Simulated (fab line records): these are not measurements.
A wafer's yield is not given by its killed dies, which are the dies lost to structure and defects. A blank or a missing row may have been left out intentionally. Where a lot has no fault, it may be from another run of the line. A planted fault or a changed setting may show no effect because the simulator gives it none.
Matching of chambers	flow n5 finfet	4 sister chambers for N5_BEOL_M13_ETCH_68 on rie diel-03
The step etches SOC in N2/H2, time 355 s. 8 wafers are shown with their chamber, then 10 later ones without.

WAFERS, EACH WITH ITS CHAMBER
wafer	chamber	drypump motor current A (A)	showerhead plenum p Torr (Torr)
L083.5	0	5.9	2.63
L089.1	1	5.0	2.69
L089.3	0	6.0	2.62
L088.1	1	5.0	2.69
L088.5	2	5.3	2.45
L088.6	3	6.5	2.70
L090.1	3	6.5	2.70
L090.3	2	5.3	2.45

WAFERS WITH NO CHAMBER GIVEN
wafer	drypump motor current A (A)	showerhead plenum p Torr (Torr)
L090.5	5.2	2.45
L091.2	5.3	2.45
L091.5	6.5	2.70
L091.6	5.3	2.45
L095.2	5.9	2.62
L095.5	5.2	2.45
L095.6	5.0	2.69
L097.2	6.0	2.62
L097.4	6.5	2.70
L097.6	6.5	2.70

EACH ONE'S CHAMBER
wafer	from the rows above	in truth
L090.5	2	2
L091.2	2	2
L091.5	3	3
L091.6	2	2
L095.2	0	0
L095.5	2	2
L095.6	1	1
L097.2	0	0
L097.4	3	3
L097.6	3	3
Correct placement for 10 of the 10. Not placeable from these rows: 0. 0 placed wrongly.
How it was worked out, from the rows above alone: a wafer's distance from a chamber is the root of the sum, over the readings, of the square of ((its reading less the chamber's mean) divided by the reading's scatter). The wafer belongs to the nearest chamber; if the next one is less than 2 further off, it can't be placed. For every chamber, the mean is computed from those of its wafers that are shown. The scatter: the root of (the sum of the squares of (reading less its chamber's mean) over the shown wafers, divided by (wafers less chambers)).
